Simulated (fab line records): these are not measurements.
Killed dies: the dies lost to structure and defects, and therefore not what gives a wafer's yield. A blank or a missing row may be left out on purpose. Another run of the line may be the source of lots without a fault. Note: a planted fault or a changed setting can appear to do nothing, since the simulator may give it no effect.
A struck lot beside a sound one | flow n5_finfet | 36 steps out of a route of 1938
Sound: the wafers L882.1, L882.2, L882.5. Wafers L881.4, L881.5, L881.6 were the ones struck. At the end, the cause is stated.
Each step with rows lists, per side, the tool, then ch with its chambers, then its first start. Under that, the readings that differ: sound wafers | struck wafers | difference of the means | sigmas: that difference in standard deviations of wafers without a fault.
alike: same words and numbers on both sides, and readings whose means sit less than 2 such deviations apart. not compared: any withheld reading, any reading some wafer has no value for, any bound like >300 that may hide the same value, and any number with overlapping values for which the record gives no deviation.
A row with sigmas, a row that says differs or no value, or rows on one side alone: a step with any of these is where the two part. When numbers do not overlap yet have no deviation, they are printed without sigmas and do not part them. A reading that every wafer of one side lacks parts them only if that side has two wafers or more.

first, 9 steps without rows for these wafers: N5_BEOL_M4_ANNEAL_95 (time 240 s); N5_BEOL_M4_SPUTTER_96 (material Cu, target thk 4.5 nm, time 8.29 s); N5_BEOL_M4_ECD_50 (material Cu, target thk 300 nm); N5_BEOL_M4_ANNEAL_51 (time 90 s); N5_BEOL_M4_CMP_52 (polishes, stops on SiOC, t overpolish 6.8 s, target thk 40 nm); N5_BEOL_M4_PRE_CLEAN_60 (time 15 s); N5_BEOL_M4_CO_CAP_55 (material Co, precursor CCTBA/H2, target thk 2 nm, time 102.1 s); N5_BEOL_M4_PRE_CLEAN_56 (time 15 s); N5_BEOL_M4_DEP_57 (deposits SiCN from 3MS/NH3, target thk 8 nm, time 14 s).
N5_BEOL_M4_RC_MEAS_101:
  sound on prober-02 ch 0, day 7 18:38; struck on prober-02 ch 0, day 7 21:56
  reading   | sound          | struck         | difference | sigmas
  VT_P (mV) | -252 -253 -255 | -245 -243 -247 | +8         | +2
  alike: DIBL_N, DIBL_P, IOFF_N, IOFF_P, ION_N, ION_P, SS_N, SS_P, VT_N
then, 24 steps without rows for these wafers: N5_BEOL_M5_ILD_DEP_00 (deposits SiCOH lowk from DEMS/porogen, target thk 140.64 nm, time 25.9 s); N5_BEOL_M5_CURE_79 (cures SiCOH lowk, time 240 s); N5_BEOL_M5_PECVD_70 (deposits SiO2 from TEOS/O2, target thk 16 nm, time 18 s); N5_BEOL_M5_HM_DEP_02 (deposits TiN, target thk 20 nm); N5_BEOL_M5_COAT_59 (time 60 s, resist thk 60 nm); N5_BEOL_M5_COAT_60 (time 60 s, resist thk 12 nm); N5_BEOL_M5_COAT_71 (time 60 s, resist thk 5 nm); N5_BEOL_M5_COAT_05 (resist thk 30 nm); N5_BEOL_M5_EBR_07; N5_BEOL_M5_SOFTBAKE_06 (time 60 s); N5_BEOL_M5_EXPOSE_08 (exposes mask M5, target cd 28 nm); N5_BEOL_M5_PEB_09 (peb time 60 s); N5_BEOL_M5_DEVELOP_10 (develop time 30 s); N5_BEOL_M5_DESCUM_16 (chemistry O2, time 7 s); N5_BEOL_M5_ETCH_72 (etches underlayer in N2/H2, target depth 6.5 nm, time 5.2 s); N5_BEOL_M5_ETCH_61 (etches SiARC in CF4, target depth 15.6 nm, time 26 s); N5_BEOL_M5_ETCH_62 (etches SOC in N2/H2, target depth 75 nm, overetch 15 nm, time 112.5 s); N5_BEOL_M5_STRIP_63 (strips in N2/H2); N5_BEOL_M5_STRIP_73 (strips in N2/H2); N5_BEOL_M5_STRIP_64 (strips in CF4); N5_BEOL_M5_HM_OPEN_17 (chemistry Cl2/BCl3, target TiN, target depth 20 nm, overetch 6 nm); N5_BEOL_M5_STRIP_19 (strips in O2); N5_BEOL_M5_COAT_65 (time 60 s, resist thk 60 nm); N5_BEOL_M5_COAT_66 (time 60 s, resist thk 12 nm).
N5_BEOL_M11_VIA_ETCH_34: etches SiCOH lowk in C4F6/O2, target depth 184.5 nm, time 69.2 s.
  sound on rie_diel-06 ch 1,2,3, day 9 10:49; struck on rie_diel-06 ch 0,1,3, day 9 17:46
  no value came back on the struck wafers for any of 8 readings (C4F6_flow_sccm (sccm), O2_flow_sccm (sccm) and others); on the sound wafers C4F6_flow_sccm (sccm) reads 9.997 9.963 9.977
  reading                                     | sound    | struck         | difference | sigmas
  model.SiARC_of_BEOL_M11_COAT_64.thk_nm (nm) | 0 0 0    | 22.6 22.8 22.2 | +22.5      |
  model.SOC_of_BEOL_M11_COAT_63.thk_nm (nm)   | 92 92 92 | 100 100 100.2  | +8         |
  not compared: rf_hours_counter_h
N5_PASSIVATION_PROBE_49:
  struck on prober-02, day 11 13:47; sound on prober-01, day 11 01:34
  reading                  | sound          | struck         | difference | sigmas
  defect_limited_yield (%) | 90.3 88.4 89.3 | 0 0 0          | -89        | -64
  killed_at_M4_up          | 14 21 14       | 1086 1105 1088 | +1077      | +99 or more
  killed_dies              | 114 137 126    | 1180 1180 1180 | +1054      | +62
  killed_on_rim            | 14 18 15       | 152 152 152    | +136       | +34
  sort_bin_5_function (%)  | 6.1 6.9 5.8    | 96.4 96.9 96.7 | +90.4      | +96
  sort_n_pass              | 1066 1043 1054 | 0 0 0          | -1054      | -44
  sort_yield_pct (%)       | 90.3 88.4 89.3 | 0 0 0          | -89        | -45
  alike: killed_at_M0_to_M3, killed_at_contacts, killed_at_front_end, killed_at_other, killed_open, killed_short, sort_bin_6_memory

## WHERE THEY PART
Earliest at N5_BEOL_M4_RC_MEAS_101; latest, in this record, at N5_PASSIVATION_PROBE_49.

WHY: the cause the simulator had injected
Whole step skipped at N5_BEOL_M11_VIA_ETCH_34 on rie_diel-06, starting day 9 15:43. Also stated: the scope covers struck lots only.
